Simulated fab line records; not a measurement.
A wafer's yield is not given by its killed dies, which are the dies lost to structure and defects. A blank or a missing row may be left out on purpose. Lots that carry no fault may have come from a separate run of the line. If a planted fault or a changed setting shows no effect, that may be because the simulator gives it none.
Split-lot study | flow n5Finfet | route with 1938 steps; 7 lots, 21 wafers read

== THE SPLIT ITSELF ==
At N5_BEOL_M1_VIA_ETCH_34 (etches the open film in C4F6/O2, target depth 67.8 nm, time 64.4 s), the setting biasW was moved away from the recipe's 170 W on 8 of the 21 wafers read, by -16.1% to -9.0%. For the rest of the wafers, this setting stayed at what the recipe calls for.

The reading is taken at the split's own step.

== THE READING ==
rfVppV, in V, at N5_BEOL_M1_VIA_ETCH_34 (etches the open film in C4F6/O2, target depth 67.8 nm, time 64.4 s). On this fab line, fault-free wafers typically give 675 V with a standard deviation of 8.7 V.

wafer  | tool, chamber at the split | biasW as run, W | against the recipe | rfVppV, V | against lot-mates on the recipe
L079.1 | rieDiel-03, 3              | 142.6           | -16.1%             | 596       | no lot-mate on the recipe
L079.4 | rieDiel-03, 2              | 142.6           | -16.1%             | 589       | no lot-mate on the recipe
L079.6 | rieDiel-03, 3              | 142.6           | -16.1%             | 595       | no lot-mate on the recipe
L084.2 | rieDiel-05, 0              | 170             | recipe             | 660       | -
L084.3 | rieDiel-05, 3              | 170             | recipe             | 685       | -
L084.4 | rieDiel-05, 1              | 170             | recipe             | 684       | -
L086.1 | rieDiel-03, 1              | 170             | recipe             | 665       | -
L086.3 | rieDiel-03, 3              | 170             | recipe             | 686       | -
L086.4 | rieDiel-03, 3              | 170             | recipe             | 687       | -
L088.2 | rieDiel-03, 0              | 170             | recipe             | 684       | -
L088.4 | rieDiel-03, 3              | 149.7           | -11.9%             | 619       | -56
L088.6 | rieDiel-03, 1              | 170             | recipe             | 665       | -
L095.1 | rieDiel-02, 1              | 170             | recipe             | 671       | -
L095.3 | rieDiel-02, 2              | 154.7           | -9.0%              | 623       | -48
L095.6 | rieDiel-02, 0              | 154.7           | -9.0%              | 626       | -45
L096.3 | rieDiel-05, 0              | 146             | -14.1%             | 583       | -101
L096.5 | rieDiel-05, 3              | 170             | recipe             | 684       | -
L096.6 | rieDiel-05, 2              | 146             | -14.1%             | 598       | -86
L097.2 | rieDiel-02, 2              | 170             | recipe             | 671       | -
L097.5 | rieDiel-02, 0              | 170             | recipe             | 674       | -
L097.6 | rieDiel-02, 1              | 170             | recipe             | 671       | -

FIT RESULTS
A straight line over all 21 wafers: rfVppV changes by +5.39 V for each +1% of biasW; r = +0.97; the points scatter about the line by 8.9 V.
The same after taking each lot's own level away (the mean of its wafers on the recipe; 18 wafers): +5.93 V for each +1%; r = +0.96; scatter 9.8 V.
On that fit, the largest move of biasW shifts the reading by 96 V.
From 671.0 to 684.0 V: that is the span of the lots' own levels, equal to 1.5 times the standard deviation above.
So the lot-to-lot level changes the slope little: the two slopes agree.
Check: -76.1 V against its lot-mates is what the line predicts for one of the wafers moved furthest among these (-14.1%) when that wafer is left out of the fit. It came out at -101 V against them.
Tool readings at the split's step, against how far the setting was moved: rfVppV r = +0.97.

== OTHER SPLITS APPLIED TO THESE WAFERS ==
Other splits were also applied to these wafers ahead of the reading. Each is held against what the fit with the lots' levels taken away leaves over:
other split on the same wafers          | wafers away from the commonest value | r with rfVppV (lot level and that fit taken away)
N5_SD_EPI_N_DESCUM_14 timeS             | 6                                    | +0.16
N5_SDB_COAT_03 spinRpm                  | 5                                    | -0.02
N5_HKMG_FIN_ETCH_58 sourceW             | 8                                    | -0.15
N5_MOL_CONTACT_COAG_CVD_140 targetThkA  | 8                                    | +0.05
N5_BEOL_M0_SAQP_EXPOSE_11 doseMj        | 6                                    | -0.22
N5_BEOL_M0_TRENCH_ETCH_107 targetDepthA | 10                                   | +0.05

== THE FILE'S OWN FIT ==
rfVppV changes by +5.68 V for each +1% of biasW, r = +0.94.
